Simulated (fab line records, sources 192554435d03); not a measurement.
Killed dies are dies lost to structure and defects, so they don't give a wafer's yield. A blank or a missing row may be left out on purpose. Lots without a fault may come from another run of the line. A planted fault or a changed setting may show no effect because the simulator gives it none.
Split-lot experiment | flow n5_finfet | 7 lots, 39 wafers read, on a route of 1938 steps

THE SPLIT
At N5_BEOL_M1_TRENCH_ETCH_37 (etches SiOC in C4F6/O2, target depth 55.207 nm, time 29 s), the setting time_s was moved away from the recipe's 29 s on 12 of the 39 wafers read, by -51.5% to +42.7%. The other wafers ran this setting at the recipe's value.

FROM THE SPLIT TO THE READING: what the file shows between them, 2 steps
- N5_BEOL_M1_ETCH_41: etches SiCN in CH3F/O2, target depth 31.9 nm, time 57.8 s
- N5_BEOL_M1_STRIP_97: strips in N2/H2, time 10 s

THE READING
trench_depth_nm, in nm, at N5_BEOL_M1_OCD_MEAS_38. Fault-free wafers of this fab line usually give 55.1 nm, standard deviation 0.79 nm.

wafer  | tool, chamber at the split | time_s as run, s | against the recipe | trench_depth_nm, nm | against lot-mates on the recipe
L076.1 | rie_diel-03, 0             | 29               | recipe             | 55.2                | -
L076.2 | rie_diel-03, 3             | 29               | recipe             | 55.6                | -
L076.3 | rie_diel-03, 2             | 29               | recipe             | 53.9                | -
L076.4 | rie_diel-03, 1             | 14.07            | -51.5%             | 26.8                | -28.1
L076.5 | rie_diel-03, 2             | 14.07            | -51.5%             | 26.6                | -28.3
L076.6 | rie_diel-03, 3             | 14.07            | -51.5%             | 27.4                | -27.5
L077.1 | rie_diel-03, 2             | 16.77            | -42.2%             | 31.8                | -24.0
L077.2 | rie_diel-03, 1             | 16.77            | -42.2%             | 32.6                | -23.2
L077.3 | rie_diel-03, 0             | 16.77            | -42.2%             | 32.5                | -23.3
L077.4 | rie_diel-03, 3             | 29               | recipe             | 56.0                | -
L077.5 | rie_diel-03, 1             | 29               | recipe             | 56.6                | -
L077.6 | rie_diel-03, 2             | 29               | recipe             | 54.8                | -
L078.1 | rie_diel-03, 2             | 29               | recipe             | 55.0                | -
L078.2 | rie_diel-03, 3             | 29               | recipe             | 56.1                | -
L078.3 | rie_diel-03, 1             | 29               | recipe             | 54.8                | -
L078.4 | rie_diel-03, 0             | 29               | recipe             | 54.8                | -
L078.5 | rie_diel-03, 0             | 29               | recipe             | 54.7                | -
L078.6 | rie_diel-03, 1             | 29               | recipe             | 55.2                | -
L086.1 | rie_diel-01, 3             | 41.39            | +42.7%             | 80.2                | +24.9
L086.2 | rie_diel-01, 0             | 29               | recipe             | 54.6                | -
L086.3 | rie_diel-01, 1             | 41.39            | +42.7%             | 77.7                | +22.4
L086.4 | rie_diel-01, 2             | 41.39            | +42.7%             | 80.3                | +25.0
L086.5 | rie_diel-01, 2             | 29               | recipe             | 55.8                | -
L086.6 | rie_diel-01, 3             | 29               | recipe             | 55.5                | -
L090.1 | rie_diel-01, 3             | 29               | recipe             | 55.2                | -
L090.2 | rie_diel-01, 2             | 29               | recipe             | 56.6                | -
L090.3 | rie_diel-01, 0             | 29               | recipe             | 54.8                | -
L090.4 | rie_diel-01, 1             | 29               | recipe             | 54.0                | -
L090.5 | rie_diel-01, 1             | 29               | recipe             | 53.6                | -
L090.6 | rie_diel-01, 2             | 29               | recipe             | 56.2                | -
L092.1 | rie_diel-06, 3             | 40.2             | +38.6%             | 76.4                | +21.7
L092.2 | rie_diel-06, 0             | 40.2             | +38.6%             | 75.5                | +20.8
L092.3 | rie_diel-06, 2             | 29               | recipe             | 54.9                | -
L092.4 | rie_diel-06, 0             | 29               | recipe             | 54.6                | -
L092.5 | rie_diel-06, 2             | 29               | recipe             | 54.6                | -
L092.6 | rie_diel-06, 3             | 40.2             | +38.6%             | 75.9                | +21.2
L094.1 | rie_diel-03, 2             | 29               | recipe             | 53.9                | -
L094.2 | rie_diel-03, 0             | 29               | recipe             | 53.8                | -
L094.6 | rie_diel-03, 3             | 29               | recipe             | 54.8                | -

THE FIT
A straight line over all 39 wafers: trench_depth_nm changes by +0.549 nm for each +1% of time_s; r = +1.00; the points scatter about the line by 0.84 nm.
The same after taking each lot's own level away (the mean of its wafers on the recipe; 39 wafers): +0.553 nm for each +1%; r = +1.00; scatter 0.74 nm.
On that fit, the largest move of time_s shifts the reading by 28 nm.
The lots' own levels span 54.17 to 55.80 nm, that is 2.1 times the standard deviation above.
So the lot-to-lot level changes the slope little: the two slopes agree.
Check: with one of the wafers moved furthest among these (-51.5%) left out of the fit, the line predicts -28.5 nm for it against its lot-mates. It came out at -28.1 nm against them.

THE WHOLE CHAIN: every reading that the file lists as answering this split, in the file's order
step                      | what it does                                              | reading                                                                          | change (the file's fit)                | r (the file's)
N5_BEOL_M1_TRENCH_ETCH_37 | etches SiOC in C4F6/O2, target depth 55.207 nm, time 29 s | etch.depth_nm (the simulator's own value, which no gauge read)                   | +0.554 nm for each +1% of the setting  | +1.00
N5_BEOL_M1_TRENCH_ETCH_37 | etches SiOC in C4F6/O2, target depth 55.207 nm, time 29 s | BEOL_M1.feature_depth_nm (the simulator's own value, which no gauge read)        | +0.555 nm for each +1% of the setting  | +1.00
N5_BEOL_M1_TRENCH_ETCH_37 | etches SiOC in C4F6/O2, target depth 55.207 nm, time 29 s | TiN_of_BEOL_M1_HM_DEP_02.thk_nm (the simulator's own value, which no gauge read) | -0.0223 nm for each +1% of the setting | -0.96
N5_BEOL_M1_OCD_MEAS_38    |                                                           | trench_depth_nm                                                                  | +0.552 nm for each +1% of the setting  | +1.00

THE FILE'S OWN FIT
trench_depth_nm changes by +0.552 nm for each +1% of time_s, r = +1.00.
